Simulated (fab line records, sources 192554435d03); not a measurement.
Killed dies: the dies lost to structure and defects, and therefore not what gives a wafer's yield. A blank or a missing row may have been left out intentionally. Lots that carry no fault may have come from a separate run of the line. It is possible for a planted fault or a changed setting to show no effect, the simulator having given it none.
Problem report, 8D (eight disciplines) form, completed by code | flow n5 finfet | the parts of the form that need people (team, actions taken, sign-off) are left out

== 1. WHAT WENT WRONG ==
Wafers without a fault read 40, standard deviation 10; killed at front end at N5_PASSIVATION_PROBE_49 reads a mean of 114 on 3 wafers belonging to 2 lots. Measured from the usual mean, that is +7.4 standard deviations.
Earliest sighting: wafer L638.2 on prober-01 at day 14 03:20. The record has a number at this step for 16 wafers belonging to 6 lots. Rule for "out" (also "out of limits"): further than 4 standard deviations from the usual mean. All remaining wafers that have a number are taken as sound.

== 2. WHAT IT IS, WHAT IT ISN'T ==
question                    | is                     | is not
which readings at this step | killed at front end    | killed_at_M0_to_M3, killed_at_M4_up, killed open, killed short
which lots                  | L638, L639             | L631, L632, L635, L640
which wafers of those lots  | L638.2, L639.4, L639.5 | L638.3, L638.5, L639.2
read on which tools         | prober-01, prober-02   | -
when                        | from day 14 03:20      | up to then (9 sound wafers); but 4 sound wafers of L638, L639, L640 came after

== 3. THE SUSPECTS, EACH WITH WHAT RULES IT OUT ==
Counting: a tool at a process step up to the reading stays a suspect if it ran every lot that is out. Sound lots after the first of them don't rule it out here, since some wafers of a struck lot are sound.
- rie metal-03 at N5_GATE_CUT_VAPOR_ETCH_60 (etches HfO2 in BCl3/Cl2): kept. It ran every lot that is out, first L638 (day 6 03:59).
- rie diel-01 at N5_PASSIVATION_STRIP_48 (strips in O2): kept. It ran every lot that is out, first L638 (day 14 00:47); its last sound lot up to then is L631 (day 11 18:37).
- At N5_GATE_CUT_VAPOR_ETCH_60 on rie metal-03, chamber 1 took the sound wafers of the same lots and chamber 0 took the wafers that are out.
- Within rie diel-01 at N5_PASSIVATION_STRIP_48: the wafers that are out ran in chambers 0, 2; their sound lot-mates ran in chambers 1, 3.
Left after counting: rie metal-03 at N5_GATE_CUT_VAPOR_ETCH_60, rie diel-01 at N5_PASSIVATION_STRIP_48.

== 4. THE CAUSE (what the simulator had put in) ==
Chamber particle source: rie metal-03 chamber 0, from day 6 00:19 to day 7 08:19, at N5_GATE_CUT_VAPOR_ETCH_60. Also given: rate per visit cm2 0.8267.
This tool is one of the 2 suspects left after counting.

== 5. SEQUENCE OF EFFECTS, ordered by route ==
Rows list readings where the struck wafers' mean (over those with a number) sits beyond 3 standard deviations from the usual. Only readings whose record carries a usual standard deviation are examined. hours: median over the lots of the time between each lot's start at the first step of this table that gives one and its start at this step. sigmas: the change, counted in usual standard deviations.
hours | step                    | reading              | usual  | on struck wafers | change | sigmas
0     | N5_PASSIVATION_PROBE_49 | defect limited yield | 91.0 % | 83.3             | -7.7   | -5.1
0     | N5_PASSIVATION_PROBE_49 | killed at front end  | 40     | 114              | +74    | +7.4
0     | N5_PASSIVATION_PROBE_49 | killed dies          | 106    | 197              | +91    | +5.0
0     | N5_PASSIVATION_PROBE_49 | killed on rim        | 14     | 31               | +17    | +4.2
0     | N5_PASSIVATION_PROBE_49 | sort_bin_5_function  | 5.2 %  | 10.0             | +4.8   | +5.0
0     | N5_PASSIVATION_PROBE_49 | sort n pass          | 1074   | 983              | -91    | -5.0
0     | N5_PASSIVATION_PROBE_49 | sort yield pct       | 91.0 % | 83.3             | -7.7   | -5.1
It contains these process steps:
- N5_PASSIVATION_PROBE_49

== 6. HOW IT WOULD HAVE BEEN CAUGHT EARLIER ==
First out-of-limits reading in this record: day 14 03:20, which is 195 hours after fault onset at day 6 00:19.
Tool readings at N5_GATE_CUT_VAPOR_ETCH_60 with a usual standard deviation given in the record: none out on any struck wafer, hence no alarm at a limit of 4 standard deviations on them.
Lots out: 2; all had begun N5_GATE_CUT_VAPOR_ETCH_60 on rie metal-03 by day 14 03:20. Had the tool been put on hold then, not one of them would have been saved.
